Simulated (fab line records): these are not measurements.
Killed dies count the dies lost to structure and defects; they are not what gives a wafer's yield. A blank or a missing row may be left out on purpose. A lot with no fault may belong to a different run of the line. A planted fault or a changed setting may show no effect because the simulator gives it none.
Comparing a struck lot with a sound one | flow nandHarc | 14 out of 1302 route steps
Sound: wafers L921.1, L921.4, L921.5. Struck: wafer L925.4 (left out: L925.1, L925.2 of the same lot, which were not struck); the cause appears at the end.
For every step that has rows: the tool of each side, followed by ch and its chambers, followed by its first start. Under that, the readings that differ: sound wafers | struck wafers | difference of the means | sigmas: that difference in standard deviations of wafers without a fault.
alike: readings with means less than 2 such deviations apart, plus words and numbers identical on both sides. not compared: withheld readings, readings lacking a value on some wafer, bounds such as >300 that could conceal the same value, and numbers that have no deviation in the record and whose values overlap.
Wherever a step has rows on one side only, a row that says differs or no value, or a row with sigmas, the two part there. When numbers do not overlap yet have no deviation, they are printed without sigmas and do not part them. A reading that every wafer of one side lacks parts them only if that side has two wafers or more.

first, 8 steps without rows for these wafers: NHARC_P_BONDPAD_HMDS_02 (time 30 s); NHARC_P_BONDPAD_COAT_36 (time 65 s); NHARC_P_BONDPAD_COAT_03 (resist thk 600 nm); NHARC_P_BONDPAD_SOFTBAKE_04 (time 70 s); NHARC_P_BONDPAD_EBR_05; NHARC_P_BONDPAD_EXPOSE_06 (exposes mask P BPAD); NHARC_P_BONDPAD_PEB_07 (peb time 80 s); NHARC_P_BONDPAD_DEVELOP_08 (time 50 s).
NHARC_P_BONDPAD_CD_MEAS_09: target cd 500 nm.
  sound on cdSem-03 ch 0, day 9 16:55; struck on cdSem-03 ch 0, day 11 04:54
  alike: cdNm
NHARC_P_BONDPAD_OVL_MEAS_38:
  struck on overlay-01, day 11 04:59; sound on overlay-01, day 9 17:00
  alike: overlayXNm, overlayYNm
then, 1 step without rows for these wafers: NHARC_P_BONDPAD_HARDBAKE_10 (time 65 s).
NHARC_P_BONDPAD_DESCUM_11: chemistry O2, time 3 s.
  sound on rieDiel-02 ch 1,3, day 9 17:08; struck on rieDiel-02 ch 2, day 11 05:07
reading    | sound          | struck | difference | sigmas
rfVppV (V) | 56.2 58.0 56.0 | 58.8   | +2.1       | +2
  alike: drypumpMotorCurrentA, oesProductAu, showerheadPlenumPTorr, throttleValvePct
  not compared: rfHoursCounterH
NHARC_P_BONDPAD_ETCH_37: etches the open film in N2/H2, target depth 60 nm, overetch 18 nm, time 65.91 s.
  sound on rieDiel-02 ch 0,1, day 9 17:13; struck on rieDiel-02 ch 3, day 11 05:12
reading        | sound          | struck | difference | sigmas
runLengthS (s) | 87.8 87.6 87.4 | 69.8   | -17.8      | -44
  alike: drypumpMotorCurrentA, oesProductAu, rfVppV, showerheadPlenumPTorr, throttleValvePct
  not compared: rfHoursCounterH
NHARC_P_BONDPAD_ETCH_12: etches the open film in CHF3/O2, target depth 200 nm, time 100 s.
  sound on rieDiel-02 ch 1,2,3; struck on rieDiel-02 ch 2
  alike: drypumpMotorCurrentA, oesProductAu, rfVppV, runLengthS, showerheadPlenumPTorr, throttleValvePct
  not compared: rfHoursCounterH

== WHERE THEY PART ==
Earliest at NHARC_P_BONDPAD_DESCUM_11; latest, in this record, at NHARC_P_BONDPAD_ETCH_37. Later steps at which nothing parts them and some readings are alike: NHARC_P_BONDPAD_ETCH_12.

WHY: the cause the simulator had injected
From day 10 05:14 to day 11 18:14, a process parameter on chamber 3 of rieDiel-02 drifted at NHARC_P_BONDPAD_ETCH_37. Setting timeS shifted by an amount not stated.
